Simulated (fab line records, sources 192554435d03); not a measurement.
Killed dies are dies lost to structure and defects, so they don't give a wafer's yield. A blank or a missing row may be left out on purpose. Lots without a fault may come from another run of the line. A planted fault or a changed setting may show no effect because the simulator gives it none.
Which tool did it? | flow n5_finfet | 9 lots, 27 wafers sampled, at 5 steps of a route of 1938

WHAT THE GAUGES READ, wafer by wafer
N5_SDB_CD_MEAS_11: target cd 50 nm. Usual: cd_nm 50.8 nm, standard deviation 0.99.
lot  | measured    | on        | cd_nm (nm)     | flag
L391 | day 5 13:13 | cd_sem-01 | 50.5 51.1 49.7 |
L394 | day 6 04:35 | cd_sem-03 | 50.8 51.7 52.2 |
L396 | day 6 22:49 | cd_sem-01 | 51.4 51.6 52.8 |
L397 | day 7 07:41 | cd_sem-01 | 51.0 49.3 49.2 |
L398 | day 7 09:17 | cd_sem-03 | 51.7 51.0 51.1 |
L400 | day 7 16:23 | cd_sem-03 | 52.2 52.3 52.0 |
L404 | day 9 00:54 | cd_sem-02 | 49.2 49.9 49.8 |
L406 | day 9 07:26 | cd_sem-03 | 50.4 50.0 50.9 |
L407 | day 9 13:59 | cd_sem-03 | 51.5 50.7 51.1 |

N5_BEOL_M4_RC_MEAS_101. Usual: DIBL_N 36.1 mV/V, standard deviation 1.7; DIBL_P 35.9 mV/V, standard deviation 2.1; IOFF_N 0.154 nA/um, standard deviation 0.029; IOFF_P 0.21 nA/um, standard deviation 0.035; ION_N 673 uA/um, standard deviation 10; ION_P 463 uA/um, standard deviation 7.5; SS_N 71.6 mV/dec, standard deviation 0.59; SS_P 73.2 mV/dec, standard deviation 0.69; VT_N 250.5 mV, standard deviation 2.9; VT_P -250 mV, standard deviation 3.2.
lot  | measured     | on        | DIBL_N (mV/V)  | DIBL_P (mV/V)  | IOFF_N (nA/um)    | IOFF_P (nA/um) | ION_N (uA/um) | ION_P (uA/um) | SS_N (mV/dec)  | SS_P (mV/dec)  | VT_N (mV)         | VT_P (mV)      | flag
L391 | day 10 08:25 | prober-01 | 38.0 37.1 38.6 | 38.1 36.7 38.0 | 0.166 0.147 0.166 | 0.24 0.21 0.23 | 675 674 669   | 465 466 463   | 71.7 71.3 72.2 | 73.9 73.9 74.0 | 249.4 251.3 250.2 | -245 -249 -248 |
L394 | day 11 12:47 | prober-02 | 35.3 35.3 32.9 | 35.5 35.3 32.6 | 0.162 0.161 0.119 | 0.23 0.23 0.19 | 678 677 666   | 464 464 459   | 71.4 70.8 70.7 | 74.0 73.5 71.7 | 251.4 250.4 253.0 | -245 -248 -247 |
L396 | day 11 12:33 | prober-01 | 35.5 38.1 34.7 | 33.6 36.0 32.0 | 0.129 0.174 0.118 | 0.17 0.21 0.15 | 671 686 653   | 458 459 445   | 71.4 71.9 70.9 | 73.4 73.2 72.0 | 253.9 246.4 252.6 | -256 -250 -253 |
L397 | day 12 04:52 | prober-01 | 35.6 35.3 36.7 | 35.8 35.4 36.4 | 0.148 0.140 0.151 | 0.21 0.20 0.20 | 668 665 661   | 462 458 454   | 71.5 71.5 72.3 | 73.6 73.0 72.6 | 250.8 251.8 250.6 | -250 -250 -250 |
L398 | day 12 03:58 | prober-02 | 36.9 36.1 37.9 | 36.6 36.0 37.5 | 0.160 0.148 0.186 | 0.22 0.20 0.22 | 668 674 668   | 460 460 456   | 72.4 71.6 72.3 | 73.3 73.1 72.8 | 250.9 252.0 248.8 | -250 -251 -253 |
L400 | day 12 08:46 | prober-02 | 37.2 34.7 36.0 | 37.7 34.4 36.1 | 0.166 0.118 0.152 | 0.28 0.22 0.25 | 678 651 671   | 480 462 471   | 72.0 71.1 70.3 | 73.7 72.4 73.1 | 248.9 253.9 248.7 | -243 -247 -244 |
L404 | day 13 14:39 | prober-02 | 34.0 32.3 35.7 | 33.3 32.1 34.5 | 0.125 0.120 0.151 | 0.19 0.19 0.21 | 672 676 667   | 465 475 464   | 71.2 70.9 71.7 | 71.5 72.4 72.7 | 253.6 250.4 248.6 | -254 -252 -251 |
L406 | day 14 09:39 | prober-01 | 36.1 35.4 36.3 | 37.7 35.9 37.1 | 0.164 0.149 0.156 | 0.21 0.18 0.19 | 686 672 677   | 467 458 461   | 72.1 71.8 71.9 | 73.4 72.7 72.5 | 250.2 250.4 249.8 | -251 -250 -250 |
L407 | day 14 10:16 | prober-02 | 36.6 36.2 38.7 | 33.7 33.5 37.3 | 0.141 0.131 0.171 | 0.17 0.17 0.21 | 670 669 675   | 458 457 456   | 71.2 70.7 71.6 | 73.6 72.3 73.7 | 252.5 253.5 247.2 | -254 -254 -250 |

WHICH TOOL RAN EACH LOT (tool, then ch and the chambers of the sampled wafers, then the start)
lot  | N5_SDB_HM_DEP_00               | N5_SDB_DESCUM_16                  | N5_SDB_ETCH_18
L391 | pecvd-02 ch 0,1, day 5 12:45   | rie_diel-05 ch 2,3, day 5 13:40   | rie_diel-05 ch 2,3, day 5 13:44
L394 | pecvd-01 ch 0,1,2, day 6 04:17 | rie_diel-05 ch 0,1, day 6 07:25   | rie_diel-05 ch 0,1, day 6 07:29
L396 | pecvd-04 ch 0,2, day 6 22:29   | rie_diel-04 ch 0,2, day 6 22:54   | rie_diel-04 ch 0,2, day 6 22:58
L397 | pecvd-04 ch 0,1,2, day 7 07:22 | rie_diel-04 ch 0,2,3, day 7 07:46 | rie_diel-04 ch 0,2,3, day 7 07:50
L398 | pecvd-04 ch 0,2, day 7 08:50   | rie_diel-01 ch 0,3, day 7 09:23   | rie_diel-01 ch 0,3, day 7 09:27
L400 | pecvd-01 ch 1,2, day 7 15:56   | rie_diel-04 ch 0,2,3, day 7 16:30 | rie_diel-04 ch 0,2,3, day 7 16:34
L404 | pecvd-01 ch 0,1,2, day 9 00:35 | rie_diel-05 ch 1,2,3, day 9 01:32 | rie_diel-05 ch 1,2,3, day 9 01:36
L406 | pecvd-01 ch 0,1,2, day 9 07:07 | rie_diel-04 ch 0,1,3, day 9 07:31 | rie_diel-04 ch 0,1,3, day 9 07:35
L407 | pecvd-02 ch 0,1,2, day 9 13:40 | rie_diel-05 ch 0,1,2, day 9 14:09 | rie_diel-05 ch 0,1,2, day 9 14:13
- N5_SDB_HM_DEP_00: deposits SiNx from SiH4/NH3/N2, target thk 40 nm, time 35.3 s.
- N5_SDB_DESCUM_16: chemistry O2, time 7.9 s.
- N5_SDB_ETCH_18: etches SOC in N2/H2, target depth 100 nm, overetch 20 nm, time 150 s.

WHAT THE TOOLS THEMSELVES READ (means of the sampled wafers that have a number; where no wafer has one, the mark that the record gives instead)
N5_SDB_HM_DEP_00. Usual: heater_power_w 784 W, standard deviation 85; showerhead_plenum_p_Torr 5.12 Torr, standard deviation 0.066; throttle_valve_pct 39.3 %, standard deviation 1.9.
lot  | tool     | heater_power_w (W) | showerhead_plenum_p_Torr (Torr) | throttle_valve_pct (%) | flag
L391 | pecvd-02 | 766                | 5.13                            | 38.2                   |
L394 | pecvd-01 | 732                | 5.07                            | 40.0                   |
L396 | pecvd-04 | 865                | 5.17                            | 40.0                   |
L397 | pecvd-04 | 831                | 5.19                            | 39.8                   |
L398 | pecvd-04 | 831                | 5.20                            | 40.9                   |
L400 | pecvd-01 | 750                | 5.04                            | 38.3                   |
L404 | pecvd-01 | 726                | 5.08                            | 40.0                   |
L406 | pecvd-01 | 736                | 5.07                            | 40.2                   |
L407 | pecvd-02 | 742                | 5.10                            | 38.2                   |

N5_SDB_DESCUM_16. Usual: drypump_motor_current_A 5.7 A, standard deviation 0.53; oes_product_au 0.79 a.u., standard deviation 0.089; rf_vpp_V 244.0 V, standard deviation 1; showerhead_plenum_p_Torr 2.15 Torr, standard deviation 0.058; throttle_valve_pct 20.36 %, standard deviation 0.19.
lot  | tool        | drypump_motor_current_A (A) | oes_product_au (a.u.) | rf_vpp_V (V) | showerhead_plenum_p_Torr (Torr) | throttle_valve_pct (%) | flag
L391 | rie_diel-05 | 6.0                         | 0.73                  | 244.5        | 2.19                            | 20.46                  |
L394 | rie_diel-05 | 5.9                         | 0.74                  | 244.7        | 2.19                            | 20.52                  |
L396 | rie_diel-04 | 5.5                         | 0.95                  | 244.4        | 2.17                            | 20.28                  |
L397 | rie_diel-04 | 5.5                         | 0.90                  | 243.6        | 2.12                            | 20.29                  |
L398 | rie_diel-01 | 5.6                         | 0.82                  | 243.2        | 2.13                            | 20.51                  |
L400 | rie_diel-04 | 5.5                         | 0.89                  | 244.0        | 2.12                            | 20.29                  |
L404 | rie_diel-05 | 6.0                         | 0.71                  | 244.3        | 2.18                            | 20.51                  |
L406 | rie_diel-04 | 5.8                         | 0.82                  | 244.1        | 2.11                            | 20.25                  |
L407 | rie_diel-05 | 5.9                         | 0.72                  | 244.2        | 2.18                            | 20.47                  |

N5_SDB_ETCH_18. Usual: drypump_motor_current_A 5.8 A, standard deviation 0.52; h2_flow_sccm 200.0 sccm, standard deviation 0.56; oes_product_au 0.70 a.u., standard deviation 0.075; rf_fwd_power_W 837.3 W, standard deviation 2.5; rf_vpp_V 525.9 V, standard deviation 1.8; showerhead_plenum_p_Torr 2.61 Torr, standard deviation 0.062; throttle_valve_pct 17.74 %, standard deviation 0.25.
lot  | tool        | drypump_motor_current_A (A) | h2_flow_sccm (sccm) | oes_product_au (a.u.) | rf_fwd_power_W (W) | rf_vpp_V (V) | showerhead_plenum_p_Torr (Torr) | throttle_valve_pct (%) | flag
L391 | rie_diel-05 | 6.0                         | 199.7               | 0.65                  | 839.4              | 526.5        | 2.64                            | 17.77                  |
L394 | rie_diel-05 | 5.9                         | 199.4               | 0.65                  | 837.4              | 527.5        | 2.65                            | 17.86                  |
L396 | rie_diel-04 | 5.6                         | 200.1               | 0.84                  | 841.7              | 526.1        | 2.63                            | 17.69                  |
L397 | rie_diel-04 | 5.5                         | 200.0               | 0.79                  | 836.4              | 525.5        | 2.58                            | 17.69                  |
L398 | rie_diel-01 | 5.6                         | 200.0               | 0.74                  | 838.7              | 525.8        | 2.59                            | 17.90                  |
L400 | rie_diel-04 | 5.5                         | 200.6               | 0.79                  | 837.3              | 525.7        | 2.58                            | 17.70                  |
L404 | rie_diel-05 | 6.0                         | 199.6               | 0.63                  | 904.4              | 514.4        | 2.63                            | 17.80                  | OFF
L406 | rie_diel-04 | 5.8                         | 200.1               | 0.72                  | 835.1              | 525.0        | 2.55                            | 17.60                  |
L407 | rie_diel-05 | 5.8                         | 199.6               | 0.65                  | 905.7              | 514.0        | 2.63                            | 17.76                  | OFF

THE ANSWER, worked out from the rows above alone
Rule: a lot is off if the mean of its wafers that have a number lies more than 3 standard deviations from the usual mean. A lot without any number at a reading at which 4 lots or more have one is off too. The other lots that the step has rows for count as sound. The gauges are gone through in route order, then the tools' own readings, and for those a lot's mean is taken as printed above. The first step at which some lot is off is used, and at that step the reading that is off furthest; a lot without a number counts as furthest.
Off: L404, L407, at N5_SDB_ETCH_18 (rf_fwd_power_W).
A tool fits if, at that step or a process step before it, it ran every lot that is off, and no sound lot after the first of them. One fits: rie_diel-05 at N5_SDB_DESCUM_16 and N5_SDB_ETCH_18. At N5_SDB_DESCUM_16 its last sound lot is L394 (day 6 07:25), its first lot that is off L404 (day 9 01:32): a fault that began between those two fits.

WHAT THE SIMULATOR HAD PUT IN
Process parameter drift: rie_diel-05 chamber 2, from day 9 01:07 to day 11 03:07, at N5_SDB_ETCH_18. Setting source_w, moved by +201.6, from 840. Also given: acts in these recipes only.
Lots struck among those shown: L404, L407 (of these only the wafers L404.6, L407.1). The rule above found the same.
